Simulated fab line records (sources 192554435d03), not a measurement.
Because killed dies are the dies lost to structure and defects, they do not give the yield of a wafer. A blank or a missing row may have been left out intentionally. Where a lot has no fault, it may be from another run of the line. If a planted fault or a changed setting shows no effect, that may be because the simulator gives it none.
Chamber matching :: flow n5 finfet :: N5_FIN_SAQP_ETCH_65 on rie si-06: 4 sister chambers
The step etches SiO2 in CF4, target depth 4 nm, time 4.4 s. 4 wafers are shown with their chamber, then 8 later ones without.

WAFERS PAIRED WITH THEIR CHAMBERS
wafer: L075.2
chamber: 1
throttle valve pct (%): 21.39

wafer: L081.3
chamber: 0
throttle valve pct (%): 22.11

wafer: L081.5
chamber: 2
throttle valve pct (%): 22.05

wafer: L085.1
chamber: 3
throttle valve pct (%): 21.92

WAFERS WITHOUT THEIR CHAMBER
wafer: L085.5
throttle valve pct (%): 21.37

wafer: L085.6
throttle valve pct (%): 22.11

wafer: L088.1
throttle valve pct (%): 21.38

wafer: L088.4
throttle valve pct (%): 21.93

wafer: L088.5
throttle valve pct (%): 21.39

wafer: L089.1
throttle valve pct (%): 21.94

wafer: L089.3
throttle valve pct (%): 22.11

wafer: L089.4
throttle valve pct (%): 21.38

WHICH CHAMBER EACH ONE RAN IN
wafer: L085.5
from the rows above: 1
in truth: 1

wafer: L085.6
from the rows above: 0
in truth: 0

wafer: L088.1
from the rows above: 1
in truth: 1

wafer: L088.4
from the rows above: 3
in truth: 3

wafer: L088.5
from the rows above: 1
in truth: 1

wafer: L089.1
from the rows above: 3
in truth: 3

wafer: L089.3
from the rows above: 0
in truth: 0

wafer: L089.4
from the rows above: 1
in truth: 1
Correctly placed: 8 of 8. From these rows, 0 cannot be placed. Placed wrongly: 0.
How it was worked out, from the rows above alone: a wafer's distance from a chamber is the root of the sum, over the readings, of the square of ((its reading less the chamber's mean) divided by the reading's scatter). The wafer belongs to the nearest chamber; if the next one is less than 2 further off, it can't be placed. For every chamber, the mean is computed from those of its wafers that are shown. The scatter: root of mean squared gap, hidden wafer to nearest shown wafer, with one shown wafer a chamber.
